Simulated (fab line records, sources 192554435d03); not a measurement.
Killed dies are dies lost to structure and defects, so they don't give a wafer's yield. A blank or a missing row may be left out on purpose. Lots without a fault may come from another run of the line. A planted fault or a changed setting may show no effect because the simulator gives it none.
Chamber matching | flow n5_finfet | N5_GATE_CUT_ETCH_37 on rie_diel-03: 4 sister chambers
The step etches SOC in N2/H2, target depth 60 nm, overetch 12 nm, time 90 s. 8 wafers are shown with their chamber, then 7 later ones without.

WAFERS WITH THEIR CHAMBER
wafer  | chamber | drypump_motor_current_A (A) | showerhead_plenum_p_Torr (Torr)
L082.1 | 0       | 6.7                         | 2.57
L082.4 | 3       | 5.9                         | 2.65
L082.5 | 0       | 6.7                         | 2.57
L085.3 | 1       | 6.1                         | 2.65
L085.4 | 3       | 6.0                         | 2.64
L085.5 | 2       | 4.9                         | 2.50
L089.1 | 1       | 6.1                         | 2.65
L089.2 | 2       | 4.9                         | 2.49

WAFERS WITHOUT THEIR CHAMBER
wafer  | drypump_motor_current_A (A) | showerhead_plenum_p_Torr (Torr)
L089.6 | 4.9                         | 2.49
L092.1 | 6.7                         | 2.56
L092.2 | 6.0                         | 2.64
L092.5 | 4.9                         | 2.49
L093.3 | 6.1                         | 2.64
L093.4 | 5.9                         | 2.64
L093.6 | 6.7                         | 2.56

WHICH CHAMBER EACH WENT THROUGH
wafer  | from the rows above     | in truth
L089.6 | 2                       | 2
L092.1 | 0                       | 0
L092.2 | can't be placed: 3 or 1 | 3
L092.5 | 2                       | 2
L093.3 | 1                       | 1
L093.4 | 3                       | 3
L093.6 | 0                       | 0
Placed correctly: 6 of 7. Can't be placed from these rows: 1 (the true chamber is among the candidates in 1). Placed wrongly: 0.
How it was worked out, from the rows above alone: a wafer's distance from a chamber is the root of the sum, over the readings, of the square of ((its reading less the chamber's mean) divided by the reading's scatter). The wafer belongs to the nearest chamber; if the next one is less than 2 further off, it can't be placed. A chamber's mean is the mean of its shown wafers. The scatter: the root of (the sum of the squares of (reading less its chamber's mean) over the shown wafers, divided by (wafers less chambers)).
